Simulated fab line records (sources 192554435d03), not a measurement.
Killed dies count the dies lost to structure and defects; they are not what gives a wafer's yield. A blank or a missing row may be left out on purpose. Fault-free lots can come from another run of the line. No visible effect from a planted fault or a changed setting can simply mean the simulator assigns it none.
fab line records	flow n5-finfet
record: lots: 7	wafers: 21	last-day: 19
route steps=1938 shown BEOL_M3@981 BEOL_M4@1111 PASSIVATION@1936
lots untouched by any fault: they come from a run of this same line in which no faults occurred
start-h: the number of hours between the record's first day and the start of the first shown wafer of the lot	wait-h: time in hours since the lot's previous step	" same as the row above	L1.1+2: a row that stands for several wafers	- value missing, or start not given	* or withheld: withheld	< > ~ a bound
route shown NAME@n: NAME is a module with steps in the file, n the number in the route of the first one	usual: mean/standard deviation taken from wafers without a fault	same: alike in all rows	chamber/n: place in a boat	sites: per-site readings	_std_site: their standard deviation	_edge_site: outer sites' mean less inner sites'	radius-mm: for every site, how far away it sits from the centre of the wafer	mask NAME#n: copy n	behind: the most recent tool/chamber to have shaped the wafer	hold: the reason the lot was held/the length of the hold in hours/how it ended	device: transistor that didn't switch, given as n, p or np	end of line: the tests these same wafers got at the end of their route	where a step has no rows: the recipe by itself	killed: not the wafer's yield, but the dies lost to structure and defects at the first sort	map: a wafer's dies, marking killed ones x, the rest . and places with no die _
set.NAME: the setting as run; set.NAME@STEP: as run at that earlier step	model.NAME: the simulator's own value behind a step, which no gauge read
a table for each step, a row for each wafer; lots at some steps of the route
services: a tool's chamber out of use, with start hour (start-h, from the record's first day; less than 0 if before it), hours out, and reason
== steps ==
step: N5_BEOL_M3_ETCH_41
recipe: chemistry: CH3F/O2	target: SiCN	target-depth-a: 299	taper-deg: 2	time-s: 52.5	ion-energy-ev: 120	mask-material: TiN	pressure-mtorr: 30	source-w: 395	bias-w: 75	Ar_flow_sccm: 150	CH3F_flow_sccm: 30	O2_flow_sccm: 20
usual: drypump-motor-current-A: 5.7/0.35	oes-product-au: 0.75/0.072	rf-vpp-V: 297.5/1.5	showerhead-plenum-p-Torr: 2.01/0.066	throttle-valve-pct: 16.54/0.19
lot.wafer	tool	chamber	start-h	wait-h	drypump-motor-current-A	oes-product-au	rf-hours-counter-h	rf-vpp-V	showerhead-plenum-p-Torr	throttle-valve-pct
L514.4	rie-diel-03	1	-	-	5.9	0.97	0	300.5	2.13	16.28
L514.5	"	3	"	"	5.5	0.73	-	297.7	1.99	16.72
L514.6	"	2	"	"	5.3	0.76	-	298.6	1.99	16.60
L517.1	rie-diel-01	2	-	-	5.5	0.73	172	299.2	2.06	16.61
L517.4	"	1	"	"	6.1	0.74	187	297.0	1.99	16.61
L517.6	"	0	"	"	5.7	0.71	-	298.1	2.00	16.60
L521.1	rie-diel-01	3	-	-	6.4	0.72	194	295.0	1.89	16.39
L521.4	"	2	"	"	5.5	0.73	178	297.5	2.05	16.64
L521.5	"	2	"	"	5.5	0.73	-	298.7	2.05	16.64
L527.1	rie-diel-01	2	-	-	5.5	0.72	191	297.4	2.05	16.66
L527.2	"	0	"	"	5.7	0.70	212	295.7	1.99	16.64
L527.5	"	0	"	"	5.7	0.70	-	296.5	1.99	16.65
L525.1	rie-diel-02	1	-	-	5.6	0.71	208	298.4	2.06	16.58
L525.3	"	0	"	"	5.8	0.83	75	296.2	1.95	15.99
L525.6	"	3	"	"	5.0	0.92	-	298.5	2.14	16.47
L528.1	rie-diel-01	0	-	-	5.7	0.69	215	295.6	1.99	16.64
L528.2	"	2	"	"	5.5	0.71	194	298.4	2.05	16.67
L528.3	"	1	"	"	6.1	0.73	210	297.5	1.98	16.65
L532.1	rie-diel-01	0	-	-	5.7	0.69	230	297.4	1.99	16.68
L532.2	"	1	"	"	6.1	0.71	224	296.8	1.98	16.67
L532.4	"	2	"	"	5.5	0.71	-	298.3	2.04	16.70
step: N5_BEOL_M3_STRIP_97
recipe: chemistry: N2/H2	time-s: 10	power-w: 450	temp-c: 40	pressure-mtorr: 20	rf-frequency-hz: 6e+07	bias-power-w: 7	n2-flow-sccm: 200	h2-flow-sccm: 200
usual: drypump-motor-current-A: 5.7/0.35	oes-product-au: 0.75/0.071	rf-vpp-V: 59.2/0.86	showerhead-plenum-p-Torr: 2.55/0.08	throttle-valve-pct: 23.90/0.24
lot.wafer	tool	chamber	start-h	wait-h	drypump-motor-current-A	oes-product-au	rf-hours-counter-h	rf-vpp-V	showerhead-plenum-p-Torr	throttle-valve-pct
L514.4	rie-diel-03	1	-	-	5.9	0.98	0	60.4	2.71	23.87
L514.5	"	3	"	"	5.5	0.75	-	58.6	2.51	24.11
L514.6	"	2	"	"	5.3	0.77	-	59.4	2.52	23.71
L517.1	rie-diel-01	2	-	-	5.5	0.73	172	58.2	2.64	23.84
L517.4	"	1	"	"	6.0	0.75	187	57.7	2.53	24.09
L517.6	"	0	"	"	5.7	0.72	-	58.4	2.53	24.01
L521.1	rie-diel-01	3	-	-	6.5	0.72	194	58.0	2.42	23.94
L521.4	"	2	"	"	5.5	0.72	178	58.5	2.64	23.85
L521.5	"	2	"	"	5.5	0.71	-	59.6	2.64	23.86
L527.1	rie-diel-01	2	-	-	5.5	0.71	191	59.0	2.63	23.88
L527.2	"	0	"	"	5.8	0.70	212	59.7	2.53	24.03
L527.5	"	0	"	"	5.7	0.69	-	59.1	2.53	24.03
L525.1	rie-diel-02	1	-	-	5.6	0.71	208	60.5	2.63	24.06
L525.3	"	0	"	"	5.8	0.83	75	59.8	2.48	23.26
L525.6	"	3	"	"	5.0	0.90	-	59.5	2.69	23.61
L528.1	rie-diel-01	0	-	-	5.8	0.70	215	59.1	2.53	24.03
L528.2	"	2	"	"	5.5	0.72	194	59.9	2.63	23.88
L528.3	"	1	"	"	6.0	0.73	210	59.7	2.52	24.12
L532.1	rie-diel-01	0	-	-	5.8	0.69	230	58.7	2.52	24.06
L532.2	"	1	"	"	6.0	0.71	224	59.7	2.51	24.13
L532.4	"	2	"	"	5.5	0.70	-	58.8	2.63	23.90
step: N5_BEOL_M3_OCD_MEAS_38
usual: trench-depth-nm: 55.5/0.86
lot.wafer	tool	chamber	start-h	wait-h	trench-depth-nm
L514.4	ocd-02	-	179.39	-	57.8
L514.5	"	-	"	"	54.6
L514.6	"	-	"	"	56.3
L517.1	ocd-02	-	199.43	-	55.8
L517.4	"	-	"	"	55.0
L517.6	"	-	"	"	55.9
L521.1	ocd-02	-	228.82	-	55.4
L521.4	"	-	"	"	55.8
L521.5	"	-	"	"	55.4
L527.1	ocd-01	-	267.44	-	55.6
L527.2	"	-	"	"	54.9
L527.5	"	-	"	"	54.2
L525.1	ocd-01	-	270.96	-	53.9
L525.3	"	-	"	"	54.4
L525.6	"	-	"	"	56.4
L528.1	ocd-01	-	276.98	-	55.9
L528.2	"	-	"	"	56.3
L528.3	"	-	"	"	55.7
L532.1	ocd-01	-	314.12	-	55.2
L532.2	"	-	"	"	54.7
L532.4	"	-	"	"	55.3
step: N5_BEOL_M3_HM_STRIP_39
recipe: chemistry: peroxide-tin-strip	material: TiN	target-depth-a: 250	temp-c: 50	time-s: 158
step: N5_BEOL_M3_SRD_40
recipe: time-s: 30	temp-c: 23	rinse-liquid: diw	dry: ipa-marangoni
step: N5_BEOL_M3_PRECLEAN_42
recipe: chemistry: residue-remover	time-s: 60	temp-c: 40
step: N5_BEOL_M3_SRD_43
recipe: time-s: 30	temp-c: 23	rinse-liquid: diw	dry: ipa-marangoni
step: N5_BEOL_M3_CD_MEAS_35
recipe: target-cd-nm: 18	target-cd-y-nm: 21	polarity: opening
usual: cd-nm: 18.0/0.36
lot.wafer	tool	chamber	start-h	wait-h	cd-nm
L514.4	cd-sem-03	-	179.65	0.0	17.5
L514.5	"	-	"	"	17.9
L514.6	"	-	"	"	17.8
L517.1	cd-sem-02	-	199.58	0.0	18.2
L517.4	"	-	"	"	17.6
L517.6	"	-	"	"	18.4
L521.1	cd-sem-02	-	228.98	0.0	17.3
L521.4	"	-	"	"	17.4
L521.5	"	-	"	"	17.6
L527.1	cd-sem-02	-	267.60	0.0	18.3
L527.2	"	-	"	"	17.6
L527.5	"	-	"	"	17.7
L525.1	cd-sem-03	-	271.11	0.0	17.3
L525.3	"	-	"	"	18.1
L525.6	"	-	"	"	17.6
L528.1	cd-sem-03	-	277.14	0.0	17.6
L528.2	"	-	"	"	18.7
L528.3	"	-	"	"	18.0
L532.1	cd-sem-01	-	314.30	0.0	17.8
L532.2	"	-	"	"	18.0
L532.4	"	-	"	"	18.4
step: N5_BEOL_M3_DEGAS_44
recipe: ambient: vacuum	temp-c: 250	time-s: 60
usual: heater-power-w: 335/47
lot.wafer	tool	chamber	start-h	wait-h	heater-power-w
L514.4	pvd-sputter-02	-	179.98	0.3	411
L514.5	"	-	"	"	369
L514.6	"	-	"	"	331
L517.1	pvd-sputter-03	-	199.80	0.2	306
L517.4	"	-	"	"	302
L517.6	"	-	"	"	305
L521.1	pvd-sputter-01	-	229.04	0.1	358
L521.4	"	-	"	"	347
L521.5	"	-	"	"	336
L527.1	pvd-sputter-02	-	267.79	0.2	420
L527.2	"	-	"	"	333
L527.5	"	-	"	"	408
L525.1	pvd-sputter-01	-	271.66	0.6	340
L525.3	"	-	"	"	221
L525.6	"	-	"	"	366
L528.1	pvd-sputter-01	-	277.23	0.1	230
L528.2	"	-	"	"	345
L528.3	"	-	"	"	343
L532.1	pvd-sputter-02	-	314.34	0.0	336
L532.2	"	-	"	"	327
L532.4	"	-	"	"	422
step: N5_BEOL_M3_PRE_CLEAN_45
recipe: gas: H2/He	time-s: 30	temp-c: 250
usual: heater-power-w: 335/48
lot.wafer	tool	chamber	start-h	wait-h	heater-power-w
L514.4	pvd-sputter-02	-	180.02	0.0	405
L514.5	"	-	"	"	366
L514.6	"	-	"	"	323
L517.1	pvd-sputter-03	-	199.84	0.0	301
L517.4	"	-	"	"	297
L517.6	"	-	"	"	294
L521.1	pvd-sputter-01	-	229.08	0.0	364
L521.4	"	-	"	"	344
L521.5	"	-	"	"	340
L527.1	pvd-sputter-02	-	267.83	0.0	417
L527.2	"	-	"	"	335
L527.5	"	-	"	"	405
L525.1	pvd-sputter-01	-	271.70	0.0	336
L525.3	"	-	"	"	223
L525.6	"	-	"	"	366
L528.1	pvd-sputter-01	-	277.27	0.0	221
L528.2	"	-	"	"	348
L528.3	"	-	"	"	335
L532.1	pvd-sputter-02	-	314.38	0.0	334
L532.2	"	-	"	"	327
L532.4	"	-	"	"	406
step: N5_BEOL_M3_ALD_84
recipe: material: TaN	target-thk-a: *	temp-c: 275	ald-precursor-family: PDMAT	ald-co-reactant: NH3	pressure-torr: 3	carrier-flow-sccm: 1500	pulse-time-s: 2	purge-time-s: 3	co-reactant-purge-time-s: 2	co-reactant-pulse-time-s: 3	ald-cycles: 30	precursor-vessel-temp-c: 75	precursor-vessel-pressure-torr: 26.25	precursor-vessel-carrier-sccm: 1000
usual: heater-power-w: 407/35
lot.wafer	tool	chamber	start-h	wait-h	heater-power-w
L514.4	ald-metal-01	3	180.20	0.2	424
L514.5	"	0	"	"	427
L514.6	"	1	"	"	369
L517.1	ald-metal-02	0	199.90	0.0	420
L517.4	"	1	"	"	411
L517.6	"	3	"	"	370
L521.1	ald-metal-02	3	229.14	0.0	365
L521.4	"	1	"	"	415
L521.5	"	1	"	"	423
L527.1	ald-metal-03	0	267.90	0.0	408
L527.2	"	2	"	"	366
L527.5	"	0	"	"	404
L525.1	ald-metal-01	1	271.77	0.0	365
L525.3	"	2	"	"	506
L525.6	"	3	"	"	423
L528.1	ald-metal-01	3	277.33	0.0	425
L528.2	"	2	"	"	515
L528.3	"	1	"	"	362
L532.1	ald-metal-03	0	314.44	0.0	391
L532.2	"	1	"	"	419
L532.4	"	2	"	"	368
step: N5_BEOL_M3_SURFACE_TREAT_85
recipe: gas: Ar	time-s: *	ion-energy-ev: *	ion-current-ma-cm2: 0.5	pressure-mtorr: *	ar-flow-sccm: 30
step: N5_BEOL_M3_CVD_47
recipe: material: Co	target-thk-a: 30	temp-c: withheld	precursor: CCTBA/H2	pressure-torr: 30	time-s: 223.8
usual: run-length-s: 246.8/0.5
lot.wafer	tool	chamber	start-h	wait-h	run-length-s
L514.4	cvd-co-02	0	180.70	0.3	247.2
L514.5	"	1	"	"	246.8
L514.6	"	2	"	"	247.8
L517.1	cvd-co-01	0	200.22	0.0	246.1
L517.4	"	0	"	"	245.8
L517.6	"	1	"	"	246.3
L521.1	cvd-co-01	1	229.47	0.0	246.5
L521.4	"	0	"	"	245.6
L521.5	"	1	"	"	246.3
L527.1	cvd-co-02	2	268.18	0.0	328.3
L527.2	"	1	"	"	247.3
L527.5	"	2	"	"	328.4
L525.1	cvd-co-02	2	272.53	0.3	327.9
L525.3	"	1	"	"	246.5
L525.6	"	2	"	"	328.2
L528.1	cvd-co-02	0	277.64	0.0	246.8
L528.2	"	1	"	"	246.4
L528.3	"	2	"	"	328.2
L532.1	cvd-co-01	1	316.31	0.2	246.3
L532.2	"	0	"	"	246.1
L532.4	"	1	"	"	246.8
step: N5_BEOL_M3_SPUTTER_48
recipe: material: Cu	target-thk-a: 45	temp-c: -20	chamber-pressure-pa: 0.07	power-w: withheld	time-s: 8.29
step: N5_BEOL_M4_RC_MEAS_101
usual: DIBL_N: 35.1/1.6	DIBL_P: 34.9/1.8	IOFF_N: 0.143/0.026	IOFF_P: 0.21/0.037	ION_N: 671/11	ION_P: 463/7.8	SS_N: 71.2/0.58	SS_P: 73.0/0.54	VT_N: 251/3	VT_P: -250/4.1
lot.wafer	tool	chamber	start-h	wait-h	DIBL_N[mV/V]	DIBL_P[mV/V]	IOFF_N[nA/um]	IOFF_P[nA/um]	ION_N[uA/um]	ION_P[uA/um]	SS_N[mV/dec]	SS_P[mV/dec]	VT_N[mV]	VT_P[mV]
L514.4	prober-01	0	199.02	0.5	32.2	31.2	0.095	0.12	640	438	70.2	72.4	260	-260
L514.5	"	0	"	"	34.3	33.4	0.125	0.15	651	443	70.8	72.3	254	-255
L514.6	"	0	"	"	34.2	34.0	0.122	0.15	662	448	70.7	73.0	253	-256
L517.1	prober-01	0	236.98	0.0	34.0	32.9	0.116	0.15	658	451	71.4	72.6	255	-255
L517.4	"	0	"	"	36.9	36.6	0.158	0.17	677	456	71.6	73.3	251	-257
L517.6	"	0	"	"	35.9	34.9	0.134	0.17	660	452	71.6	73.3	251	-255
L521.1	prober-01	0	249.97	0.0	34.6	33.2	0.116	0.15	673	452	70.6	73.0	255	-257
L521.4	"	0	"	"	35.2	34.2	0.126	0.17	668	461	71.3	72.4	255	-255
L521.5	"	0	"	"	33.8	32.4	0.111	0.15	663	451	70.7	72.0	255	-255
L527.1	prober-01	0	286.63	0.0	34.4	33.0	0.116	0.16	666	458	70.3	72.6	257	-254
L527.2	"	0	"	"	35.0	35.4	0.138	0.19	676	460	71.1	73.4	251	-251
L527.5	"	0	"	"	37.3	38.0	0.180	0.22	688	463	71.4	73.4	247	-254
L525.1	prober-01	0	291.93	0.0	37.3	34.9	0.152	0.24	649	459	72.4	73.5	255	-245
L525.3	"	0	"	"	37.2	36.5	0.166	0.26	675	470	71.6	73.6	249	-247
L525.6	"	0	"	"	37.0	36.0	0.153	0.27	668	470	71.2	73.7	253	-244
L528.1	prober-01	0	310.60	0.0	37.2	38.4	0.192	0.27	683	470	71.5	73.4	247	-244
L528.2	"	0	"	"	35.0	35.0	0.152	0.20	672	461	72.2	72.6	248	-249
L528.3	"	0	"	"	36.9	38.3	0.204	0.27	705	481	71.3	74.1	243	-244
L532.1	prober-01	0	339.61	0.6	34.2	32.7	0.114	0.20	657	468	70.9	72.2	254	-250
L532.2	"	0	"	"	36.7	33.9	0.153	0.22	662	460	72.7	72.5	253	-246
L532.4	"	0	"	"	36.3	35.8	0.155	0.26	670	474	71.6	73.3	251	-245
step: N5_PASSIVATION_PROBE_49
usual: defect-limited-yield: 91.1/1.4	killed_at_M0_to_M3: 36/11	killed_at_M4_up: 14/5.2	killed-at-contacts: 12/6.1	killed-at-front-end: 40/12	killed-at-other: 3.2/2.5	killed-dies: 105/16	killed-open: 68/12	killed-short: 35/8.7	sort_bin_5_function: 5.2/0.89	sort_bin_6_memory: 3.3/0.66	sort_bin_8_speed: 0.01/0.085	sort-n-pass: 1074/16	sort-yield-pct: 91.1/1.4
same: gross-dies: 1180	killed-at-back-side: 0	sort_bin_4_leakage[%]: 0
lot.wafer	tool	chamber	start-h	wait-h	defect-limited-yield[%]	killed_at_M0_to_M3	killed_at_M4_up	killed-at-contacts	killed-at-front-end	killed-at-other	killed-dies	killed-open	killed-short	sort_bin_5_function[%]	sort_bin_6_memory[%]	sort_bin_8_speed[%]	sort-n-pass	sort-yield-pct[%]
L514.4	prober-01	-	331.88	0.2	92.0	40	10	13	29	2	94	67	24	4.2	3.3	1.02	1074	91.0
L514.5	prober-01	-	331.93	0.2	89.9	36	9	15	56	3	119	80	37	5.8	3.7	0.08	1060	89.8
L514.6	prober-01	-	331.98	0.3	92.9	25	13	12	34	0	84	58	26	3.8	3.1	0	1096	92.9
L517.1	prober-02	-	349.16	0.0	91.7	36	18	4	40	0	98	63	31	4.4	3.5	0	1082	91.7
L517.4	prober-02	-	349.31	0.2	91.3	40	13	6	44	0	103	68	25	4.9	2.8	0	1077	91.3
L517.6	prober-02	-	349.41	0.3	91.3	45	17	9	25	7	103	69	31	5.2	3.2	0	1077	91.3
L521.1	prober-01	-	362.92	0.0	89.7	33	18	17	53	1	122	86	32	6.6	3.6	0	1058	89.7
L521.4	prober-01	-	363.07	0.2	89.0	38	18	21	53	0	130	88	32	5.9	4.0	0	1050	89.0
L521.5	prober-01	-	363.12	0.2	90.2	42	16	13	42	3	116	70	43	6.4	3.1	0	1064	90.2
L527.1	prober-01	-	387.66	0.0	90.3	36	18	18	42	1	115	83	30	6.4	3.0	0	1065	90.3
L527.2	prober-01	-	387.71	0.1	89.1	42	8	29	45	5	129	88	40	6.8	3.9	0	1051	89.1
L527.5	prober-01	-	387.86	0.2	90.9	36	14	14	40	3	107	79	26	5.8	3.2	0	1073	90.9
L525.1	prober-01	-	409.35	0.0	90.1	31	20	13	49	4	117	75	39	5.1	4.4	0	1063	90.1
L525.3	prober-01	-	409.45	0.1	89.5	36	17	3	59	9	124	77	46	6.3	3.6	0	1056	89.5
L525.6	prober-01	-	409.60	0.3	90.3	41	9	10	41	13	114	72	40	5.4	3.9	0	1066	90.3
L528.1	prober-02	-	434.39	0.0	91.6	26	23	7	42	1	99	65	31	4.9	3.1	0	1081	91.6
L528.2	prober-02	-	434.44	0.1	90.5	30	17	9	54	2	112	73	34	5.8	3.5	0	1068	90.5
L528.3	prober-02	-	434.49	0.1	91.4	27	17	10	48	0	102	65	33	4.9	3.2	0	1078	91.4
L532.1	prober-02	-	458.35	0.0	89.7	44	19	8	46	4	121	87	32	5.7	4.2	0	1059	89.7
L532.2	prober-02	-	458.40	0.1	93.0	49	9	7	18	0	83	54	26	4.0	3.0	0	1097	93.0
L532.4	prober-02	-	458.50	0.2	91.6	44	13	19	22	1	99	69	28	4.7	3.6	0	1081	91.6
killed by level:class
L514.4 FIN_SAQP:geometric-particle:open=14 MOL_CONTACT_COAG:geometric-particle:open=12 BEOL_M3:geometric-particle:open=10 BEOL_M0_SAQP:geometric-particle:short=9 BEOL_M0_SAQP:geometric-particle:open=6 BEOL_M2:geometric-particle:open=5 DUMMY_GATE:geometric-particle:open=4 BEOL_M0:geometric-particle:open=4
L514.5 FIN_SAQP:geometric-particle:open=20 BEOL_M1:geometric-particle:open=15 FIN_SAQP:geometric-particle:short=13 MOL_CONTACT_COAG:geometric-particle:open=12 STI_FIN_REVEAL:geometric-particle:open=5 BEOL_M0_SAQP:geometric-particle:open=5 BEOL_M0_SAQP:geometric-particle:short=4 BEOL_M3:geometric-particle:open=4
L514.6 FIN_SAQP:geometric-particle:open=11 MOL_CONTACT_COAG:geometric-particle:open=10 FIN_SAQP:geometric-particle:short=6 STI_FIN_REVEAL:geometric-particle:open=6 BEOL_M4:geometric-particle:open=6 BEOL_M3:geometric-particle:open=5 BEOL_M0_SAQP:geometric-particle:open=5 BEOL_M1:geometric-particle:open=5
L517.1 FIN_SAQP:geometric-particle:open=12 BEOL_M0_SAQP:geometric-particle:short=9 BEOL_M0_SAQP:geometric-particle:open=7 STI_FIN_REVEAL:geometric-particle:open=6 BEOL_M2:geometric-particle:open=6 BEOL_M4:geometric-particle:open=6 STARTING-WAFER:geometric-particle:short=5 FIN_SAQP:geometric-particle:short=4
L517.4 BEOL_M2:geometric-particle:open=13 FIN_SAQP:geometric-particle:short=9 STI_FIN_REVEAL:geometric-particle:open=9 BEOL_M0_SAQP:geometric-particle:open=8 BEOL_M4:geometric-particle:open=7 HKMG_FIN:area-etch=7 FIN_SAQP:geometric-particle:open=6 DUMMY_GATE:geometric-particle:open=6
L517.6 BEOL_M4:geometric-particle:open=15 BEOL_M0_SAQP:geometric-particle:short=14 BEOL_M0_SAQP:geometric-particle:open=11 BEOL_M2:geometric-particle:open=6 FIN_SAQP:geometric-particle:open=5 DUMMY_GATE:geometric-particle:open=5 BEOL_M1:geometric-particle:open=5 MOL_CONTACT_COAG:geometric-particle:open=4
L521.1 MOL_CONTACT_COAG:geometric-particle:open=15 BEOL_M0_SAQP:geometric-particle:open=15 FIN_SAQP:geometric-particle:open=13 FIN_SAQP:geometric-particle:short=11 BEOL_M3:geometric-particle:open=7 BEOL_M4:geometric-particle:open=7 STI_FIN_REVEAL:geometric-particle:open=6 BEOL_M0_SAQP:geometric-particle:short=5
L521.4 MOL_CONTACT_COAG:geometric-particle:open=20 STI_FIN_REVEAL:geometric-particle:open=12 FIN_SAQP:geometric-particle:short=10 BEOL_M0_SAQP:geometric-particle:open=10 BEOL_M3:geometric-particle:open=9 BEOL_M1:geometric-particle:open=8 HKMG_FIN:area-etch=7 GATE_CUT:geometric-particle:open=5
L521.5 BEOL_M0_SAQP:geometric-particle:short=11 MOL_CONTACT_COAG:geometric-particle:open=9 BEOL_M0_SAQP:geometric-particle:open=8 BEOL_M3:geometric-particle:open=8 FIN_SAQP:geometric-particle:short=7 STI_FIN_REVEAL:geometric-particle:open=7 ILD0:geometric-particle:short=7 BEOL_M5:geometric-particle:open=7
L527.1 STI_FIN_REVEAL:geometric-particle:open=15 MOL_CONTACT_COAG:geometric-particle:open=15 BEOL_M0_SAQP:geometric-particle:short=9 FIN_SAQP:geometric-particle:open=7 BEOL_M4:geometric-particle:open=7 BEOL_M2:geometric-particle:open=6 BEOL_M1:geometric-particle:open=6 FIN_SAQP:geometric-particle:short=5
L527.2 MOL_CONTACT_COAG:geometric-particle:open=22 STI_FIN_REVEAL:geometric-particle:open=15 FIN_SAQP:geometric-particle:short=12 BEOL_M0_SAQP:geometric-particle:open=11 BEOL_M0_SAQP:geometric-particle:short=8 BEOL_M2:geometric-particle:open=8 MOL_CONTACT_COAG:geometric-particle:short=7 BEOL_M1:geometric-particle:open=7
L527.5 STI_FIN_REVEAL:geometric-particle:open=18 BEOL_M2:geometric-particle:open=15 MOL_CONTACT_COAG:geometric-particle:open=10 BEOL_M0_SAQP:geometric-particle:open=6 BEOL_M5:geometric-particle:open=5 FIN_SAQP:geometric-particle:short=4 MOL_CONTACT_COAG:geometric-particle:short=4 STARTING-WAFER:geometric-particle:short=4
L525.1 FIN_SAQP:geometric-particle:open=14 MOL_CONTACT_COAG:geometric-particle:open=9 BEOL_M4:geometric-particle:open=9 BEOL_M0_SAQP:geometric-particle:short=8 STI_FIN_REVEAL:geometric-particle:open=7 FIN_SAQP:geometric-particle:short=6 BEOL_M0_SAQP:geometric-particle:open=5 BEOL_M2:geometric-particle:open=5
L525.3 BEOL_M2:geometric-particle:open=12 SPACER0:geometric-particle:open=10 BEOL_M0_SAQP:geometric-particle:short=10 SPACER0:geometric-particle:short=8 GATE_CUT:geometric-particle:short=8 STI_FIN_REVEAL:geometric-particle:open=7 GATE_CUT:geometric-particle:open=6 FIN_SAQP:geometric-particle:open=5
L525.6 STI_FIN_REVEAL:geometric-particle:open=13 BEOL_M3:geometric-particle:open=12 BEOL_M0_SAQP:geometric-particle:open=11 FIN_SAQP:geometric-particle:short=7 FIN_SAQP:geometric-particle:open=5 MOL_CONTACT_COAG:geometric-particle:short=5 MOL_CONTACT_COAG:geometric-particle:open=5 BEOL_M2:geometric-particle:open=5
L528.1 FIN_SAQP:geometric-particle:open=10 BEOL_M4:geometric-particle:open=8 BEOL_M0_SAQP:geometric-particle:open=8 BEOL_M3:geometric-particle:open=8 GATE_CUT:geometric-particle:short=7 DUMMY_GATE:geometric-particle:open=6 FIN_SAQP:geometric-particle:short=5 STI_FIN_REVEAL:geometric-particle:open=5
L528.2 DUMMY_GATE:geometric-particle:open=12 FIN_SAQP:geometric-particle:short=11 BEOL_M3:geometric-particle:open=9 MOL_CONTACT_COAG:geometric-particle:open=8 FIN_SAQP:geometric-particle:open=7 BEOL_M2:geometric-particle:open=6 BEOL_M0_SAQP:geometric-particle:short=5 BEOL_M1:geometric-particle:open=5
L528.3 MOL_CONTACT_COAG:geometric-particle:open=10 BEOL_M3:geometric-particle:open=10 FIN_SAQP:geometric-particle:short=9 GATE_CUT:geometric-particle:short=9 BEOL_M0_SAQP:geometric-particle:short=7 FIN_SAQP:geometric-particle:open=6 BEOL_M0_SAQP:geometric-particle:open=6 BEOL_M4:geometric-particle:open=6
L532.1 STI_FIN_REVEAL:geometric-particle:open=15 BEOL_M2:geometric-particle:open=14 FIN_SAQP:geometric-particle:open=8 MOL_CONTACT_COAG:geometric-particle:open=8 BEOL_M0_SAQP:geometric-particle:open=6 BEOL_M1:geometric-particle:open=5 STARTING-WAFER:geometric-particle:open=5 BEOL_M0_SAQP:geometric-particle:short=4
L532.2 BEOL_M2:geometric-particle:open=15 BEOL_M0_SAQP:geometric-particle:open=8 BEOL_M0_SAQP:geometric-particle:short=8 MOL_CONTACT_COAG:geometric-particle:open=7 BEOL_M1:geometric-particle:open=5 GATE_CUT:geometric-particle:open=4 BEOL_M0:geometric-particle:short=4 STI_FIN_REVEAL:geometric-particle:open=3
L532.4 BEOL_M2:geometric-particle:open=17 MOL_CONTACT_COAG:geometric-particle:open=15 BEOL_M0_SAQP:geometric-particle:short=7 BEOL_M0:geometric-particle:short=6 BEOL_M5:geometric-particle:open=6 STI_FIN_REVEAL:geometric-particle:open=5 MOL_CONTACT_COAG:geometric-particle:short=4 BEOL_M0_SAQP:geometric-particle:open=4
== services ==
tool	chamber	start-h	hours	kind
rie-diel-03	1	161.54	-	clean
rie-diel-03	1	161.54	-	consumable-replace:focus-ring
rie-diel-03	1	161.54	-	consumable-replace:showerhead
rie-diel-03	1	161.54	15.7	scheduled-down
rie-diel-03	1	161.54	15.7	vent-cycle
cvd-co-02	-	163.65	6.9	pm
pvd-sputter-03	-	168.35	2.5	repair
ald-metal-01	2	209.68	14.3	repair
ald-metal-03	1	233.92	3.8	repair
rie-diel-03	-	238.74	15.6	pm
rie-diel-02	-	241.28	5.4	repair
cvd-co-02	-	254.53	0.8	repair
pvd-sputter-03	-	256.81	10.5	repair
rie-diel-03	0	260.05	1.3	repair
ald-metal-02	3	260.21	36.9	repair
ald-metal-02	0	261.46	-	calibration
ald-metal-03	1	267.26	1.5	repair
cvd-co-02	1	301.81	3.3	repair
cvd-co-02	-	316.03	2.8	pm
== key ==
first-sign: step: N5_BEOL_M3_CVD_47	reading: run-length-s	direction: up	sigmas: 99+	usual: *	struck: *
effect none on later readings
met-at N5_BEOL_M3_CVD_47
struck-wafers L525.1,L525.6,L527.1,L527.5,L528.3
onset-between 180.70 268.18
fault: kind: process-parameter-drift	tool: cvd-co-02	chamber: 2	onset-h: 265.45	steps: N5_BEOL_M3_CVD_47	channel: time-s	offset: *	shape: step	end-h: 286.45	acts-in: *	stated: *
